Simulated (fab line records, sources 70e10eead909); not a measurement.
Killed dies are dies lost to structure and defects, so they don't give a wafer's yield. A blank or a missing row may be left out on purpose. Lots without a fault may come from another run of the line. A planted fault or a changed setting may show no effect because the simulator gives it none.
Chamber matching | flow nand_harc | NHARC_P_GATE_DESCUM_93 on rie_diel-11: 4 sister chambers
The step chemistry O2, time 3 s. 4 wafers are shown with their chamber, then 8 later ones without.

WAFERS WITH THEIR CHAMBER
wafer  | chamber | showerhead_plenum_p_Torr (Torr)
L084.6 | 2       | 1.77
L090.4 | 0       | 2.08
L090.6 | 1       | 1.82
L091.1 | 3       | 1.98

WAFERS WITHOUT THEIR CHAMBER
wafer  | showerhead_plenum_p_Torr (Torr)
L091.2 | 2.08
L091.3 | 1.82
L096.3 | 2.07
L096.5 | 2.07
L096.6 | 1.98
L097.1 | 1.81
L097.2 | 2.07
L097.4 | 2.07

WHICH CHAMBER EACH WENT THROUGH
wafer  | from the rows above | in truth
L091.2 | 0                   | 0
L091.3 | 1                   | 1
L096.3 | 0                   | 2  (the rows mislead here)
L096.5 | 0                   | 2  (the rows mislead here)
L096.6 | 3                   | 3
L097.1 | 1                   | 1
L097.2 | 0                   | 0
L097.4 | 0                   | 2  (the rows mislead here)
Placed correctly: 5 of 8. Can't be placed from these rows: 0. Placed wrongly: 3.
How it was worked out, from the rows above alone: a wafer's distance from a chamber is the root of the sum, over the readings, of the square of ((its reading less the chamber's mean) divided by the reading's scatter). The wafer belongs to the nearest chamber; if the next one is less than 2 further off, it can't be placed. A chamber's mean is the mean of its shown wafers. The scatter: with one shown wafer a chamber, the root of the mean of the squares of how far each hidden wafer lies from its nearest shown one.
